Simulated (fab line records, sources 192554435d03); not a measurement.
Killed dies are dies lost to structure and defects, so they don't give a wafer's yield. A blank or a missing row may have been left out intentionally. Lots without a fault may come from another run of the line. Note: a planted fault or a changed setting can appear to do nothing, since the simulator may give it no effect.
Matching of chambers | flow n5 finfet | pecvd-03 running N5_BEOL_M11_PECVD_70: 3 sister chambers
The step deposits SiO2 from TEOS/O2, target thk 20 nm, time 22.7 s. 20 wafers are shown with their chamber, then 10 later ones without.

## WAFERS PAIRED WITH THEIR CHAMBERS
wafer  | chamber | showerhead plenum p Torr (Torr) | throttle valve pct (%) | heater power w (W)
L074.4 | 0       | 8.89                            | 21.9                   | 761
L074.5 | 2       | 8.76                            | 21.2                   | 665
L074.6 | 1       | 8.74                            | 22.3                   | 743
L075.2 | 0       | 8.87                            | 21.9                   | 778
L075.3 | 1       | 8.74                            | 22.4                   | 687
L075.4 | 0       | 8.86                            | 22.0                   | 798
L079.1 | 1       | 8.71                            | 22.2                   | 768
L079.4 | 1       | 8.75                            | 22.2                   | 736
L079.6 | 1       | 8.75                            | 22.6                   | 768
L083.2 | 1       | 8.72                            | 22.3                   | 779
L083.4 | 1       | 8.74                            | 22.3                   | 769
L083.5 | 0       | 8.89                            | 21.6                   | 682
L082.1 | 1       | 8.73                            | 22.4                   | 656
L082.4 | 1       | 8.74                            | 22.3                   | 637
L082.6 | 2       | 8.78                            | 21.5                   | 564
L085.2 | 0       | 8.88                            | 22.0                   | 792
L085.4 | 2       | 8.77                            | 21.6                   | 620
L085.6 | 1       | 8.69                            | 22.2                   | 707
L090.2 | 1       | 8.74                            | 22.2                   | 710
L090.3 | 0       | 8.83                            | 21.9                   | 793

SIGNATURES, as means of the wafers listed above
reading                  | chamber 0 | chamber 1 | chamber 2 | scatter within a chamber
showerhead plenum p Torr | 8.8700    | 8.7318    | 8.7700    | 0.019
throttle valve pct       | 21.883    | 22.309    | 21.433    | 0.142
heater power w           | 767.33    | 723.64    | 616.33    | 47.4
Rule: a wafer lies at a distance from a chamber equal to the root of the sum of squares, over the readings, of (its reading less the chamber's mean, divided by the reading's scatter). If the next closest chamber is less than 2 further off than the closest, the wafer can't be placed; otherwise it belongs to the closest. The scatter is the square root of a quotient: the sum, over the shown wafers, of each reading's squared deviation from its chamber's mean, divided by wafers minus chambers.

## WAFERS MISSING THEIR CHAMBER
wafer  | showerhead plenum p Torr (Torr) | throttle valve pct (%) | heater power w (W)
L090.4 | 8.76                            | 21.6                   | 620
L089.1 | 8.87                            | 21.9                   | 812
L089.3 | 8.72                            | 22.2                   | 716
L089.5 | 8.89                            | 21.8                   | 790
L093.1 | 8.74                            | 21.5                   | 624
L093.3 | 8.72                            | 22.3                   | 757
L093.5 | 8.74                            | 21.3                   | 630
L096.1 | 8.87                            | 22.2                   | 803
L096.3 | 8.74                            | 22.2                   | 773
L096.5 | 8.88                            | 21.9                   | 795

## THE CHAMBER EACH PASSED THROUGH
wafer  | from the rows above | in truth
L090.4 | 2                   | 2
L089.1 | 0                   | 0
L089.3 | 1                   | 1
L089.5 | 0                   | 0
L093.1 | 2                   | 2
L093.3 | 1                   | 1
L093.5 | 2                   | 2
L096.1 | 0                   | 0
L096.3 | 1                   | 1
L096.5 | 0                   | 0
10 of 10 placed correctly. Number that these rows cannot place: 0. 0 placed wrongly.
